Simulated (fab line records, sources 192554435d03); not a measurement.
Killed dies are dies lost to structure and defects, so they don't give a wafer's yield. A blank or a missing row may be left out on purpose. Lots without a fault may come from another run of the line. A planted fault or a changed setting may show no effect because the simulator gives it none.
One fault seen from 2 desks | flow n5_finfet | each desk has only its own numbers; what lay behind them comes last

THE TOOL OWNER'S DESK: epi_rpcvd-02
The tool's own readings at N5_SD_EPI_P_EPI_21 (deposits SiGe:B, time 355 s): means of the sampled wafers that have a number, for each lot that ran on this tool. A lot is out of limits, marked OUT, if its mean lies more than 4 standard deviations from the usual mean; the brackets give that distance.
Columns: A = susceptor_temp_C at N5_SD_EPI_P_EPI_21, usual 550.04 C
lot  | first seen here | A
L789 | day 4 01:06     | 550.26
L800 | day 6 20:16     | 548.92 (-4.2) OUT
L801 | day 7 01:58     | 549.15
L802 | day 7 08:29     | 548.75 (-4.8) OUT
This desk's finding: out of limits on L800, L802; first on L800, day 6 20:16 (susceptor_temp_C at N5_SD_EPI_P_EPI_21). In limits: L789, L801.

THE METROLOGY DESK
What the gauges read, lot by lot, whatever tool the lot ran on: means of the sampled wafers that have a number. A lot is out of limits, marked OUT, if its mean lies more than 4 standard deviations from the usual mean; the brackets give that distance. Of its 10 readings 7 are shown: those that lie furthest out on some lot.
Columns: A = DIBL_N at N5_BEOL_M4_RC_MEAS_101, usual 36.0 mV/V; B = IOFF_N at N5_BEOL_M4_RC_MEAS_101, usual 0.160 nA/um; C = IOFF_P at N5_BEOL_M4_RC_MEAS_101, usual 0.21 nA/um; D = ION_P at N5_BEOL_M4_RC_MEAS_101, usual 464 uA/um; E = SS_P at N5_BEOL_M4_RC_MEAS_101, usual 73.3 mV/dec; F = VT_N at N5_BEOL_M4_RC_MEAS_101, usual 250 mV; G = VT_P at N5_BEOL_M4_RC_MEAS_101, usual -249 mV
lot  | first seen here | A    | B     | C    | D   | E    | F   | G
L789 | day 8 19:16     | 34.8 | 0.127 | 0.16 | 456 | 72.7 | 254 | -256
L800 | day 11 04:02    | 36.1 | 0.163 | 0.21 | 466 | 73.3 | 247 | -249
L801 | day 12 00:52    | 37.6 | 0.182 | 0.19 | 452 | 73.5 | 247 | -253
L802 | day 12 04:21    | 35.3 | 0.153 | 0.22 | 463 | 73.5 | 250 | -248
L808 | day 13 15:17    | 35.1 | 0.147 | 0.20 | 457 | 73.1 | 252 | -250
This desk's finding: nothing out of limits on any of the 5 lots.

PUT TOGETHER
The tool owner's desk could have raised an alarm at day 6 20:16, on L800, L802.
The metrology desk saw nothing out of limits.
The metrology desk has L800, L802 on record, within its limits.
Of the lots named, all ran N5_SD_EPI_P_EPI_21 on epi_rpcvd-02.

WHAT THE SIMULATOR HAD PUT IN
Process parameter drift: epi_rpcvd-02, from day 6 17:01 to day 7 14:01, at N5_SD_EPI_P_EPI_21. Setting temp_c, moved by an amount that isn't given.
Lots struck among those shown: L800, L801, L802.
Hours from the fault's start to each desk's first reading out of limits: the tool owner's desk, 3.
